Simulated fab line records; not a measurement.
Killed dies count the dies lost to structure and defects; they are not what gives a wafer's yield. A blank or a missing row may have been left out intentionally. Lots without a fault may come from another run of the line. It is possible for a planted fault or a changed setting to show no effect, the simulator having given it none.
The same fault as seen by 3 desks || flow n5-finfet || numbers are kept per desk, each desk with only its own; the story behind them comes last

## FROM THE METROLOGY DESK
What the gauges read, lot by lot, whatever tool the lot ran on: means of the sampled wafers that have a number. The brackets show how far a lot's mean lies from the usual mean; more than 4 standard deviations puts the lot out of limits, marked OUT. 7 of its 10 readings are shown, namely those furthest out on some lot.
Columns: A = DIBL_P at N5_BEOL_M4_RC_MEAS_101, usual 36.2 mV/V; B = IOFF_N at N5_BEOL_M4_RC_MEAS_101, usual 0.160 nA/um; C = IOFF_P at N5_BEOL_M4_RC_MEAS_101, usual 0.211 nA/um; D = ION_P at N5_BEOL_M4_RC_MEAS_101, usual 463 uA/um; E = SS_N at N5_BEOL_M4_RC_MEAS_101, usual 71.4 mV/dec; F = SS_P at N5_BEOL_M4_RC_MEAS_101, usual 73.3 mV/dec; G = VT_P at N5_BEOL_M4_RC_MEAS_101, usual -250.1 mV
{"lot": "L625", "first seen here": "day 9 00:44", "A": 36.3, "B": 0.152, "C": 0.170, "D": 452, "E": 71.5, "F": 73.9, "G": -256.3}
{"lot": "L627", "first seen here": "day 9 22:33", "A": 34.7, "B": 0.146, "C": 0.198, "D": 466, "E": 70.9, "F": 73.0, "G": -249.6}
{"lot": "L628", "first seen here": "day 10 01:46", "A": 36.5, "B": 0.163, "C": 0.214, "D": 462, "E": 70.7, "F": 73.3, "G": -250.3}
{"lot": "L630", "first seen here": "day 11 04:47", "A": 35.0, "B": 0.144, "C": 0.191, "D": 461, "E": 71.1, "F": 73.0, "G": -249.3}
{"lot": "L632", "first seen here": "day 11 06:19", "A": 36.7, "B": 0.157, "C": 0.184, "D": 454, "E": 71.8, "F": 73.4, "G": -253.4}
{"lot": "L639", "first seen here": "day 12 12:07", "A": 33.8, "B": 0.143, "C": 0.179, "D": 458, "E": 70.7, "F": 72.8, "G": -253.0}
{"lot": "L640", "first seen here": "day 13 08:55", "A": 35.8, "B": 0.134, "C": 0.188, "D": 463, "E": 70.9, "F": 72.3, "G": -250.7}
{"lot": "L642", "first seen here": "day 13 20:19", "A": 37.2, "B": 0.177, "C": 0.235, "D": 469, "E": 71.9, "F": 73.9, "G": -248.5}
{"lot": "L643", "first seen here": "day 14 01:29", "A": 36.0, "B": 0.146, "C": 0.210, "D": 459, "E": 71.4, "F": 73.8, "G": -250.1}
This desk found nothing out of limits on any of the 9 lots.

## THE DEFECT DESK
For each lot, the counts of the inspections along the route, averaged over the sampled wafers that have a number. The brackets show how far a lot's mean lies from the usual mean; more than 4 standard deviations puts the lot out of limits, marked OUT.
Columns: A = raw-defect-count at N5_SD_EPI_P_INSPECT_26, usual 183; B = raw-defect-count at N5_SDB_INSPECT_13, usual 66
{"lot": "L625", "first seen here": "day 4 17:35", "A": 131, "B": 69}
{"lot": "L627", "first seen here": "day 5 05:10", "A": 198, "B": 51}
{"lot": "L628", "first seen here": "day 5 10:17", "A": 129, "B": 85}
{"lot": "L630", "first seen here": "day 5 22:37", "A": 195, "B": 42}
{"lot": "L632", "first seen here": "day 6 14:41", "A": 200, "B": 75}
{"lot": "L639", "first seen here": "day 8 06:55", "A": 163, "B": 59}
{"lot": "L640", "first seen here": "day 8 13:22", "A": 155, "B": 43}
{"lot": "L642", "first seen here": "day 9 02:36", "A": 141, "B": 79}
{"lot": "L643", "first seen here": "day 9 03:40", "A": 243, "B": 103}
This desk found nothing out of limits on any of the 9 lots.

## AT THE TOOL OWNER'S DESK: litho-track-04
The tool's own readings at N5_SDB_COAT_03 (time 60 s, resist thk 100 nm): means of the sampled wafers that have a number, for each lot that ran on this tool. The brackets show how far a lot's mean lies from the usual mean; more than 4 standard deviations puts the lot out of limits, marked OUT.
Columns: A = exhaust-pa at N5_SDB_COAT_03, usual 44.9 Pa; B = spin-speed-rpm at N5_SDB_COAT_03, usual 1500.1 rpm
{"lot": "L627", "first seen here": "day 5 12:26", "A": 45.7, "B": 1499.6}
{"lot": "L628", "first seen here": "day 5 17:27", "A": 45.1, "B": "1661.4 (+99 or more) OUT"}
{"lot": "L630", "first seen here": "day 6 05:56", "A": 43.8, "B": "1664.1 (+99 or more) OUT"}
{"lot": "L642", "first seen here": "day 9 10:33", "A": 45.1, "B": 1500.3}
{"lot": "L643", "first seen here": "day 9 10:56", "A": 44.9, "B": 1500.5}
This desk's finding: out of limits on L628, L630; first on L628, day 5 17:27 (spin-speed-rpm at N5_SDB_COAT_03). In limits: L627, L642, L643.

## BROUGHT TOGETHER
On L628, L630, at day 5 17:27, an alarm was possible from the tool owner's desk.
From the metrology desk's view, nothing was out of limits.
Nothing out of limits was seen by the defect desk.
The metrology desk holds a record of L628, L630, inside its limits.
The defect desk has L628, L630 on record, within its limits.
The lots listed all ran N5_SDB_COAT_03 on litho-track-04.

## WHAT HAD BEEN PUT IN BY THE SIMULATOR
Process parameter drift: litho-track-04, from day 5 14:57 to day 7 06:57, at N5_SDB_COAT_03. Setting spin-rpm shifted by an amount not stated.
Struck lots among those shown: L628, L630.
Each desk's first reading out of limits, in hours after the fault started: the tool owner's desk, 2.
